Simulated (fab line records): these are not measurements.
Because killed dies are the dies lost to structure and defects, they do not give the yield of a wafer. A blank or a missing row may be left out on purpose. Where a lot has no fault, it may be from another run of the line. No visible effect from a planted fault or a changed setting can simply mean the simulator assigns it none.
fab line records ; flow n5Finfet
record: lots: 7; wafers: 39
route steps=1938 shown BEOL_M12@1602 BEOL_M15@1773
startH: hours from the record's first day to the start of the lot's first wafer shown ; waitH: hours from the lot's prior step to this one ; " identical to the entry in the row above ; L1.1+2: several wafers, shown together as one row ; - no value present, or no start provided ; * or withheld: withheld ; < > ~ a bound
route shown NAME@n: NAME is a module with steps in the file, n the number in the route of the first one ; usual: the fault-free wafers' mean and standard deviation ; same: alike in all rows ; chamber/n: place in a boat ; sites: readings site by site ; _std_site: how widely they spread, as a standard deviation ; _edge_site: mean of outer sites minus mean of inner sites ; radiusMm: how far each site lies from the wafer's centre ; mask NAME#n: copy n ; behind: tool/chamber where the wafer was last shaped ; hold: the reason the lot was held/the length of the hold in hours/how it ended ; device: the n, p or np transistor that did not switch ; end of line: tests run on the same wafers once the route is complete ; where a step has no rows: the recipe by itself ; killed: not the wafer's yield, but the dies lost to structure and defects at the first sort ; map: per-die view of a wafer (x killed, . not killed, _ where there is no die)
set.NAME: the run value of the setting; set.NAME@STEP: its run value at that earlier step ; model.NAME: the simulator's own value behind a step, which no gauge read
lots run with intentionally changed settings; tables by step, rows by wafer
== steps ==
step: N5_BEOL_M12_ILD_DEP_00
recipe: material: SiOC; targetThkA: 6589.2; tempC: 350; precursor: DEMS/O2; pressureTorr: 5; rfW: 500; timeS: 130.7
lot.wafer;tool;chamber;startH;waitH;set.targetThkA;model.SiOC_of_BEOL_M12_ILD_DEP_00.thkNm
L078.1;pecvd-02;2;261.50;0.0;3228;326.6
L078.2;pecvd-02;0;261.50;0.0;6589.2;654.4
L078.3;pecvd-02;1;261.50;0.0;6589.2;665.8
L078.4;pecvd-02;1;261.50;0.0;3228;328.2
L078.5;pecvd-02;2;261.50;0.0;6589.2;669.6
L078.6;pecvd-02;0;261.50;0.0;3228;334.4
L085.1;pecvd-02;2;298.23;0.0;4432;437.6
L085.2;pecvd-02;1;298.23;0.0;6589.2;660.4
L085.3;pecvd-02;0;298.23;0.0;4432;442.2
L085.4;pecvd-02;0;298.23;0.0;4432;447
L085.5;pecvd-02;2;298.23;0.0;6589.2;667.2
L085.6;pecvd-02;1;298.23;0.0;6589.2;663.2
L086.1;pecvd-02;2;302.41;0.0;5028;509.8
L086.2;pecvd-02;1;302.41;0.0;6589.2;664.8
L086.3;pecvd-02;0;302.41;0.0;6589.2;652.4
L086.4;pecvd-02;2;302.41;0.0;5028;509.4
L086.5;pecvd-02;1;302.41;0.0;5028;507.2
L086.6;pecvd-02;0;302.41;0.0;6589.2;668
L089.1;pecvd-02;2;338.46;0.0;6589.2;643.6
L089.2;pecvd-02;1;338.46;0.0;6589.2;649
L089.3;pecvd-02;0;338.46;0.0;6589.2;641.4
L089.4;pecvd-02;2;338.46;0.0;6589.2;648.2
L089.5;pecvd-02;1;338.46;0.0;6589.2;653.4
L089.6;pecvd-02;0;338.46;0.0;6589.2;656.6
L090.1;pecvd-02;2;340.72;0.0;6589.2;654
L090.2;pecvd-02;1;340.72;0.0;6589.2;661
L090.3;pecvd-02;0;340.72;0.0;6589.2;650.8
L090.4;pecvd-02;1;340.72;0.0;8695;879.6
L090.5;pecvd-02;0;340.72;0.0;8695;876
L090.6;pecvd-02;2;340.72;0.0;8695;866.8
L093.1;pecvd-02;0;343.20;0.0;3545;354
L093.2;pecvd-02;2;343.20;0.0;6589.2;649.6
L093.3;pecvd-02;1;343.20;0.0;6589.2;664
L093.4;pecvd-02;0;343.20;0.0;3545;356
L093.5;pecvd-02;1;343.20;0.0;3545;365
L093.6;pecvd-02;2;343.20;0.0;6589.2;659.2
L096.2;pecvd-01;2;371.51;0.0;6589.2;655.6
L096.4;pecvd-01;2;371.51;0.0;6589.2;664.6
L096.5;pecvd-01;0;371.51;0.0;6589.2;664.2
step: N5_BEOL_M12_THK_MEAS_01
recipe: reads: SiOC_of_BEOL_M12_ILD_DEP_00
usual: M12_ILD_THK: 658/8.4
lot.wafer;tool;chamber;startH;waitH;set.targetThkA@BEOL_M12_ILD_DEP_00;M12_ILD_THK[nm]
L078.1;filmMetro-01;-;261.63;0.1;3228;326
L078.2;filmMetro-01;-;261.63;0.1;6589.2;655
L078.3;filmMetro-01;-;261.63;0.1;6589.2;666
L078.4;filmMetro-01;-;261.63;0.1;3228;328
L078.5;filmMetro-01;-;261.63;0.1;6589.2;670
L078.6;filmMetro-01;-;261.63;0.1;3228;334
L085.1;filmMetro-02;-;298.36;0.1;4432;437
L085.2;filmMetro-02;-;298.36;0.1;6589.2;661
L085.3;filmMetro-02;-;298.36;0.1;4432;442
L085.4;filmMetro-02;-;298.36;0.1;4432;447
L085.5;filmMetro-02;-;298.36;0.1;6589.2;667
L085.6;filmMetro-02;-;298.36;0.1;6589.2;663
L086.1;filmMetro-02;-;302.54;0.1;5028;510
L086.2;filmMetro-02;-;302.54;0.1;6589.2;665
L086.3;filmMetro-02;-;302.54;0.1;6589.2;653
L086.4;filmMetro-02;-;302.54;0.1;5028;510
L086.5;filmMetro-02;-;302.54;0.1;5028;508
L086.6;filmMetro-02;-;302.54;0.1;6589.2;668
L089.1;filmMetro-01;-;338.59;0.1;6589.2;644
L089.2;filmMetro-01;-;338.59;0.1;6589.2;649
L089.3;filmMetro-01;-;338.59;0.1;6589.2;641
L089.4;filmMetro-01;-;338.59;0.1;6589.2;648
L089.5;filmMetro-01;-;338.59;0.1;6589.2;654
L089.6;filmMetro-01;-;338.59;0.1;6589.2;656
L090.1;filmMetro-01;-;340.85;0.1;6589.2;654
L090.2;filmMetro-01;-;340.85;0.1;6589.2;661
L090.3;filmMetro-01;-;340.85;0.1;6589.2;651
L090.4;filmMetro-01;-;340.85;0.1;8695;880
L090.5;filmMetro-01;-;340.85;0.1;8695;876
L090.6;filmMetro-01;-;340.85;0.1;8695;867
L093.1;filmMetro-02;-;343.33;0.1;3545;354
L093.2;filmMetro-02;-;343.33;0.1;6589.2;649
L093.3;filmMetro-02;-;343.33;0.1;6589.2;664
L093.4;filmMetro-02;-;343.33;0.1;3545;356
L093.5;filmMetro-02;-;343.33;0.1;3545;365
L093.6;filmMetro-02;-;343.33;0.1;6589.2;659
L096.2;filmMetro-01;-;371.64;0.1;6589.2;656
L096.4;filmMetro-01;-;371.64;0.1;6589.2;665
L096.5;filmMetro-01;-;371.64;0.1;6589.2;664
step: N5_BEOL_M12_COAT_58
recipe: resist: BARC; tempC: 205; timeS: 60; spinRpm: 1500; resistThkNm: 89
step: N5_BEOL_M12_COAT_04
recipe: spinRpm: 1625; resistThkNm: 400
step: N5_BEOL_M12_DESCUM_15
recipe: chemistry: O2; timeS: 7.9; sourcePowerW: 50; biasPowerW: 20; pressureMtorr: 20; rfFrequencyHz: 2.712e+07; tempC: 40; o2FlowSccm: 225
step: N5_BEOL_M12_ETCH_59
recipe: chemistry: N2/H2; target: BARC; targetDepthA: 890; overetchA: 267; timeS: 67.9; ionEnergyEv: 200; pressureMtorr: 30; sourceW: 840; biasW: 150; n2FlowSccm: 200; h2FlowSccm: 200
step: N5_BEOL_M12_VIA_ETCH_16
recipe: chemistry: C4F8/O2/Ar; target: SiOC; pressureMtorr: 30; sourceW: 3000; biasW: 700; Ar_flow_sccm: 400; C4F8_flow_sccm: 15; O2_flow_sccm: 8; heInnerTorr: 15; heOuterTorr: 30; targetDepthA: 7248; timeS: withheld; ionEnergyEv: 250; ends: cleared
lot.wafer;tool;chamber;startH;waitH;set.targetThkA@BEOL_M12_ILD_DEP_00;model.etch.depthNm;model.coat_of_BEOL_M12_COAT_04.thkNm
L078.1;rieDiel-02;3;262.24;0.0;3228;326.6;220.8
L078.2;rieDiel-02;1;262.24;0.0;6589.2;654.5;123.8
L078.3;rieDiel-02;2;262.24;0.0;6589.2;665.8;118
L078.4;rieDiel-02;0;262.24;0.0;3228;328.3;219.6
L078.5;rieDiel-02;1;262.24;0.0;6589.2;669.6;119.6
L078.6;rieDiel-02;2;262.24;0.0;3228;334.4;215.6
L085.1;rieDiel-02;0;298.98;0.0;4432;437.6;188.6
L085.2;rieDiel-02;3;298.98;0.0;6589.2;660.4;124
L085.3;rieDiel-02;2;298.98;0.0;4432;442.2;184.2
L085.4;rieDiel-02;1;298.98;0.0;4432;447;187
L085.5;rieDiel-02;2;298.98;0.0;6589.2;667.2;118
L085.6;rieDiel-02;3;298.98;0.0;6589.2;663.3;124
L086.1;rieDiel-02;0;303.02;0.0;5028;509.8;166.6
L086.2;rieDiel-02;3;303.02;0.0;6589.2;664.8;120.2
L086.3;rieDiel-02;1;303.02;0.0;6589.2;652.5;123.6
L086.4;rieDiel-02;2;303.02;0.0;5028;509.4;163.8
L086.5;rieDiel-02;2;303.02;0.0;5028;507.2;164.4
L086.6;rieDiel-02;3;303.02;0.0;6589.2;668.1;119
L089.1;rieDiel-03;3;339.13;0.0;6589.2;643.7;129
L089.2;rieDiel-03;1;339.13;0.0;6589.2;649;123.2
L089.3;rieDiel-03;2;339.13;0.0;6589.2;641.4;126
L089.4;rieDiel-03;0;339.13;0.0;6589.2;648.2;128.2
L089.5;rieDiel-03;2;339.13;0.0;6589.2;653.4;122.6
L089.6;rieDiel-03;3;339.13;0.0;6589.2;656.6;124.4
L090.1;rieDiel-06;1;342.26;0.0;6589.2;654;123
L090.2;rieDiel-06;3;342.26;0.0;6589.2;661;118.4
L090.3;rieDiel-06;0;342.26;0.0;6589.2;650.8;125.6
L090.4;rieDiel-06;2;342.26;0.0;8695;879.6;55.8
L090.5;rieDiel-06;0;342.26;0.0;8695;876;60.4
L090.6;rieDiel-06;1;342.26;0.0;8695;866.7;60.2
L093.1;rieDiel-03;2;343.97;0.0;3545;354.1;210.6
L093.2;rieDiel-03;1;343.97;0.0;6589.2;649.6;123.6
L093.3;rieDiel-03;3;343.97;0.0;6589.2;663.9;121.2
L093.4;rieDiel-03;0;343.97;0.0;3545;356;212.2
L093.5;rieDiel-03;2;343.97;0.0;3545;365;207.2
L093.6;rieDiel-03;1;343.97;0.0;6589.2;659.2;120.8
L096.2;rieDiel-02;3;372.27;0.0;6589.2;655.6;124.8
L096.4;rieDiel-02;0;372.27;0.0;6589.2;664.7;121.2
L096.5;rieDiel-02;2;372.27;0.0;6589.2;664.1;118.8
step: N5_BEOL_M12_STRIP_63
recipe: chemistry: N2/H2; powerW: 1000; tempC: 250; h2Frac: 0.65; overashFraction: 0.3; pressureMtorr: 1000; n2FlowSccm: 1750; h2FlowSccm: 3250
usual: oesProductAu: 0.692/0.0042; stripTimeToEndpointS: 42.3/0.86
lot.wafer;tool;chamber;startH;waitH;set.targetThkA@BEOL_M12_ILD_DEP_00;oesProductAu;stripTimeToEndpointS
L078.1;plasmaAsher-02;0;262.44;-;3228;0.826;67.9
L078.2;plasmaAsher-02;1;262.44;-;6589.2;0.688;42.7
L078.3;plasmaAsher-02;1;262.44;-;6589.2;0.692;41.1
L078.4;plasmaAsher-02;0;262.44;-;3228;0.829;67.7
L078.5;plasmaAsher-02;0;262.44;-;6589.2;0.690;41.6
L078.6;plasmaAsher-02;1;262.44;-;3228;0.812;66.6
L085.1;plasmaAsher-01;1;299.18;-;4432;0.749;59.7
L085.2;plasmaAsher-01;0;299.18;-;6589.2;0.683;42.8
L085.3;plasmaAsher-01;1;299.18;-;4432;0.729;58.6
L085.4;plasmaAsher-01;0;299.18;-;4432;0.748;59.3
L085.5;plasmaAsher-01;1;299.18;-;6589.2;0.684;41.1
L085.6;plasmaAsher-01;0;299.18;-;6589.2;0.695;42.8
L086.1;plasmaAsher-02;0;303.31;-;5028;0.706;54.0
L086.2;plasmaAsher-02;1;303.31;-;6589.2;0.690;41.8
L086.3;plasmaAsher-02;0;303.31;-;6589.2;0.696;42.6
L086.4;plasmaAsher-02;1;303.31;-;5028;0.703;53.3
L086.5;plasmaAsher-02;1;303.31;-;5028;0.705;53.4
L086.6;plasmaAsher-02;0;303.31;-;6589.2;0.694;41.4
L089.1;plasmaAsher-01;1;339.33;-;6589.2;0.700;44.1
L089.2;plasmaAsher-01;0;339.33;-;6589.2;0.684;42.5
L089.3;plasmaAsher-01;1;339.33;-;6589.2;0.696;43.3
L089.4;plasmaAsher-01;0;339.33;-;6589.2;0.691;43.9
L089.5;plasmaAsher-01;0;339.33;-;6589.2;0.691;42.4
L089.6;plasmaAsher-01;1;339.33;-;6589.2;0.694;42.8
L090.1;plasmaAsher-02;0;342.46;-;6589.2;0.693;42.5
L090.2;plasmaAsher-02;1;342.46;-;6589.2;0.690;41.3
L090.3;plasmaAsher-02;0;342.46;-;6589.2;0.688;43.2
L090.4;plasmaAsher-02;1;342.46;-;8695;0.667;23.4
L090.5;plasmaAsher-02;0;342.46;-;8695;0.667;24.8
L090.6;plasmaAsher-02;1;342.46;-;8695;0.669;24.7
L093.1;plasmaAsher-02;0;344.17;-;3545;0.802;65.3
L093.2;plasmaAsher-02;1;344.17;-;6589.2;0.702;42.6
L093.3;plasmaAsher-02;1;344.17;-;6589.2;0.695;42.0
L093.4;plasmaAsher-02;0;344.17;-;3545;0.804;65.8
L093.5;plasmaAsher-02;0;344.17;-;3545;0.786;64.5
L093.6;plasmaAsher-02;1;344.17;-;6589.2;0.686;41.9
L096.2;plasmaAsher-01;0;372.47;-;6589.2;0.695;43.0
L096.4;plasmaAsher-01;0;372.47;-;6589.2;0.693;42.0
L096.5;plasmaAsher-01;1;372.47;-;6589.2;0.682;41.4
step: N5_BEOL_M15_ILD_DEP_00
recipe: material: SiO2; targetThkA: 16293; tempC: 400; precursor: TEOS/O2; pressureTorr: 6.5; rfW: 900; teosFlowSccm: 161.4; gas: O2; flowSccm: 2650; timeS: 346.1
lot.wafer;tool;chamber;startH;waitH;set.timeS;model.SiO2_of_BEOL_M15_ILD_DEP_00.thkNm
L078.1;pecvd-04;1;278.26;0.0;346.1;1583
L078.2;pecvd-04;0;278.26;0.0;346.1;1647
L078.3;pecvd-04;0;278.26;0.0;346.1;1651
L078.4;pecvd-04;1;278.26;0.0;346.1;1634
L078.5;pecvd-04;1;278.26;0.0;346.1;1617
L078.6;pecvd-04;0;278.26;0.0;346.1;1681
L085.1;pecvd-04;1;319.08;0.0;346.1;1609
L085.2;pecvd-04;2;319.08;0.0;346.1;1642
L085.3;pecvd-04;0;319.08;0.0;346.1;1651
L085.4;pecvd-04;1;319.08;0.0;346.1;1648
L085.5;pecvd-04;0;319.08;0.0;346.1;1698
L085.6;pecvd-04;2;319.08;0.0;346.1;1661
L086.1;pecvd-04;0;324.23;0.0;292.3;1411
L086.2;pecvd-04;1;324.23;0.0;292.3;1360
L086.3;pecvd-04;2;324.23;0.0;346.1;1627
L086.4;pecvd-04;2;324.23;0.0;346.1;1667
L086.5;pecvd-04;0;324.23;0.0;346.1;1682
L086.6;pecvd-04;1;324.23;0.0;292.3;1385
L089.1;pecvd-04;0;357.34;0.0;346.1;1656
L089.2;pecvd-04;2;357.34;0.0;346.1;1648
L089.3;pecvd-04;1;357.34;0.0;346.1;1629
L089.4;pecvd-04;2;357.34;0.0;346.1;1639
L089.5;pecvd-04;1;357.34;0.0;346.1;1626
L089.6;pecvd-04;0;357.34;0.0;346.1;1686
L090.1;pecvd-01;1;359.38;0.0;346.1;1629
L090.2;pecvd-01;2;359.38;0.0;346.1;1639
L090.3;pecvd-01;0;359.38;0.0;272.2;1283
L090.4;pecvd-01;2;359.38;0.0;272.2;1313
L090.5;pecvd-01;0;359.38;0.0;272.2;1279
L090.6;pecvd-01;1;359.38;0.0;346.1;1646
L093.1+6;pecvd-03;1,2;363.13;0.0;235;1120
L093.2;pecvd-03;0;363.13;0.0;346.1;1609
L093.3;pecvd-03;2;363.13;0.0;235;1103
L093.4;pecvd-03;1;363.13;0.0;346.1;1653
L093.5;pecvd-03;0;363.13;0.0;346.1;1625
L096.2;pecvd-04;2;391.23;0.0;346.1;1592
L096.4;pecvd-04;0;391.23;0.0;346.1;1671
L096.5;pecvd-04;2;391.23;0.0;346.1;1625
step: N5_BEOL_M15_THK_MEAS_01
recipe: reads: SiO2_of_BEOL_M15_ILD_DEP_00
usual: M15_ILD_THK: 1639/27
lot.wafer;tool;chamber;startH;waitH;set.timeS@BEOL_M15_ILD_DEP_00;M15_ILD_THK[nm]
L078.1;filmMetro-02;-;278.62;0.2;346.1;1583
L078.2;filmMetro-02;-;278.62;0.2;346.1;1646
L078.3;filmMetro-02;-;278.62;0.2;346.1;1649
L078.4;filmMetro-02;-;278.62;0.2;346.1;1633
L078.5;filmMetro-02;-;278.62;0.2;346.1;1617
L078.6;filmMetro-02;-;278.62;0.2;346.1;1682
L085.1;filmMetro-02;-;319.33;0.1;346.1;1610
L085.2;filmMetro-02;-;319.33;0.1;346.1;1642
L085.3;filmMetro-02;-;319.33;0.1;346.1;1650
L085.4;filmMetro-02;-;319.33;0.1;346.1;1648
L085.5;filmMetro-02;-;319.33;0.1;346.1;1697
L085.6;filmMetro-02;-;319.33;0.1;346.1;1661
L086.1;filmMetro-02;-;324.48;0.1;292.3;1410
L086.2;filmMetro-02;-;324.48;0.1;292.3;1360
L086.3;filmMetro-02;-;324.48;0.1;346.1;1626
L086.4;filmMetro-02;-;324.48;0.1;346.1;1667
L086.5;filmMetro-02;-;324.48;0.1;346.1;1683
L086.6;filmMetro-02;-;324.48;0.1;292.3;1384
L089.1;filmMetro-01;-;357.59;0.1;346.1;1657
L089.2;filmMetro-01;-;357.59;0.1;346.1;1651
L089.3;filmMetro-01;-;357.59;0.1;346.1;1629
L089.4;filmMetro-01;-;357.59;0.1;346.1;1640
L089.5;filmMetro-01;-;357.59;0.1;346.1;1625
L089.6;filmMetro-01;-;357.59;0.1;346.1;1685
L090.1;filmMetro-01;-;359.63;0.1;346.1;1630
L090.2;filmMetro-01;-;359.63;0.1;346.1;1639
L090.3;filmMetro-01;-;359.63;0.1;272.2;1284
L090.4;filmMetro-01;-;359.63;0.1;272.2;1313
L090.5;filmMetro-01;-;359.63;0.1;272.2;1278
L090.6;filmMetro-01;-;359.63;0.1;346.1;1646
L093.1;filmMetro-01;-;363.38;0.1;235;1120
L093.2;filmMetro-01;-;363.38;0.1;346.1;1609
L093.3;filmMetro-01;-;363.38;0.1;235;1103
L093.4;filmMetro-01;-;363.38;0.1;346.1;1653
L093.5;filmMetro-01;-;363.38;0.1;346.1;1626
L093.6;filmMetro-01;-;363.38;0.1;235;1119
L096.2;filmMetro-01;-;391.48;0.1;346.1;1592
L096.4;filmMetro-01;-;391.48;0.1;346.1;1672
L096.5;filmMetro-01;-;391.48;0.1;346.1;1624
step: N5_BEOL_M15_COAT_58
recipe: resist: BARC; tempC: 205; timeS: 60; spinRpm: 1500; resistThkNm: 89
step: N5_BEOL_M15_COAT_04
recipe: spinRpm: 1704; resistThkNm: 800
step: N5_BEOL_M15_DESCUM_15
recipe: chemistry: O2; timeS: 7.9; sourcePowerW: 50; biasPowerW: 20; pressureMtorr: 20; rfFrequencyHz: 2.712e+07; tempC: 40; o2FlowSccm: 225
step: N5_BEOL_M15_ETCH_59
recipe: chemistry: N2/H2; target: BARC; targetDepthA: 890; overetchA: 267; timeS: 67.9; ionEnergyEv: 200; pressureMtorr: 30; sourceW: 840; biasW: 150; n2FlowSccm: 200; h2FlowSccm: 200
step: N5_BEOL_M15_VIA_ETCH_16
recipe: chemistry: C4F8/O2/Ar; target: SiO2; heInnerTorr: 15; heOuterTorr: 30; targetDepthA: 17922; timeS: withheld; ionEnergyEv: 800; pressureMtorr: 20; sourceW: 1905; biasW: 2040; Ar_flow_sccm: 400; C4F8_flow_sccm: 16; O2_flow_sccm: 12; ends: cleared
lot.wafer;tool;chamber;startH;waitH;set.timeS@BEOL_M15_ILD_DEP_00;model.etch.depthNm;model.coat_of_BEOL_M15_COAT_04.thkNm
L078.1;rieDiel-04;1;279.42;0.0;*;1583;346.2
L078.2;rieDiel-04;3;279.42;0.0;*;1647;330.4
L078.3;rieDiel-04;0;279.42;0.0;*;1651;332.6
L078.4;rieDiel-04;2;279.42;0.0;*;1634;339.8
L078.5;rieDiel-04;2;279.42;0.0;*;1617;344.8
L078.6;rieDiel-04;1;279.42;0.0;*;1681;321.6
L085.1;rieDiel-01;3;319.94;0.0;*;1609;331.8
L085.2;rieDiel-01;1;319.94;0.0;*;1642;325
L085.3;rieDiel-01;2;319.94;0.0;*;1651;334
L085.4;rieDiel-01;0;319.94;0.0;*;1648;330.2
L085.5;rieDiel-01;1;319.94;0.0;*;1698;312
L085.6;rieDiel-01;2;319.94;0.0;*;1661;329.4
L086.1;rieDiel-05;2;325.33;0.0;*;1411;376.6
L086.2;rieDiel-05;0;325.33;0.0;*;1360;392.8
L086.3;rieDiel-05;1;325.33;0.0;*;1627;331.6
L086.4;rieDiel-05;3;325.33;0.0;*;1667;323.2
L086.5;rieDiel-05;0;325.33;0.0;*;1682;317.6
L086.6;rieDiel-05;1;325.33;0.0;*;1385;390.4
L089.1;rieDiel-05;3;358.19;0.0;*;1656;328.2
L089.2;rieDiel-05;2;358.19;0.0;*;1648;322
L089.3;rieDiel-05;0;358.19;0.0;*;1629;333.2
L089.4;rieDiel-05;1;358.19;0.0;*;1639;327.6
L089.5;rieDiel-05;2;358.19;0.0;*;1626;325
L089.6;rieDiel-05;1;358.19;0.0;*;1686;318.8
L090.1;rieDiel-05;3;360.10;0.0;*;1629;338
L090.2;rieDiel-05;1;360.10;0.0;*;1639;330.6
L090.3;rieDiel-05;0;360.10;0.0;*;1283;415.2
L090.4;rieDiel-05;2;360.10;0.0;*;1313;406
L090.5;rieDiel-05;1;360.10;0.0;*;1279;416.4
L090.6;rieDiel-05;0;360.10;0.0;*;1646;328.6
L093.1;rieDiel-05;3;364.02;0.0;*;1120;453.2
L093.2;rieDiel-05;2;364.02;0.0;*;1609;333.2
L093.3;rieDiel-05;1;364.02;0.0;*;1103;459
L093.4;rieDiel-05;0;364.02;0.0;*;1653;326.2
L093.5;rieDiel-05;3;364.02;0.0;*;1625;336.8
L093.6;rieDiel-05;0;364.02;0.0;*;1120;453.4
L096.2;rieDiel-04;3;391.95;0.0;*;1592;338.6
L096.4;rieDiel-04;1;391.95;0.0;*;1671;320.2
L096.5;rieDiel-04;2;391.95;0.0;*;1625;337.8
== key ==
split: step: N5_BEOL_M12_ILD_DEP_00; setting: targetThkA; stated: 6589.2; by: wafer
response: step: N5_BEOL_M12_ILD_DEP_00; reading: model.SiOC_of_BEOL_M12_ILD_DEP_00.thkNm; change: +6.59; per: 1%; r: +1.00
response: step: N5_BEOL_M12_THK_MEAS_01; reading: M12_ILD_THK; change: +6.6; per: 1%; r: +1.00
response: step: N5_BEOL_M12_VIA_ETCH_16; reading: model.etch.depthNm; change: +6.59; per: 1%; r: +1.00
response: step: N5_BEOL_M12_VIA_ETCH_16; reading: model.coat_of_BEOL_M12_COAT_04.thkNm; change: -1.93; per: 1%; r: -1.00
response: step: N5_BEOL_M12_STRIP_63; reading: oesProductAu; change: -0.00193; per: 1%; r: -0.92
response: step: N5_BEOL_M12_STRIP_63; reading: stripTimeToEndpointS; change: *; per: 1%; r: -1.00
split: step: N5_BEOL_M15_ILD_DEP_00; setting: timeS; stated: 346.1; by: wafer
response: step: N5_BEOL_M15_ILD_DEP_00; reading: model.SiO2_of_BEOL_M15_ILD_DEP_00.thkNm; change: +16.3; per: 1%; r: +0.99
response: step: N5_BEOL_M15_THK_MEAS_01; reading: M15_ILD_THK; change: +16.3; per: 1%; r: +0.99
response: step: N5_BEOL_M15_VIA_ETCH_16; reading: model.etch.depthNm; change: +16.3; per: 1%; r: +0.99
response: step: N5_BEOL_M15_VIA_ETCH_16; reading: model.coat_of_BEOL_M15_COAT_04.thkNm; change: -3.84; per: 1%; r: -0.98
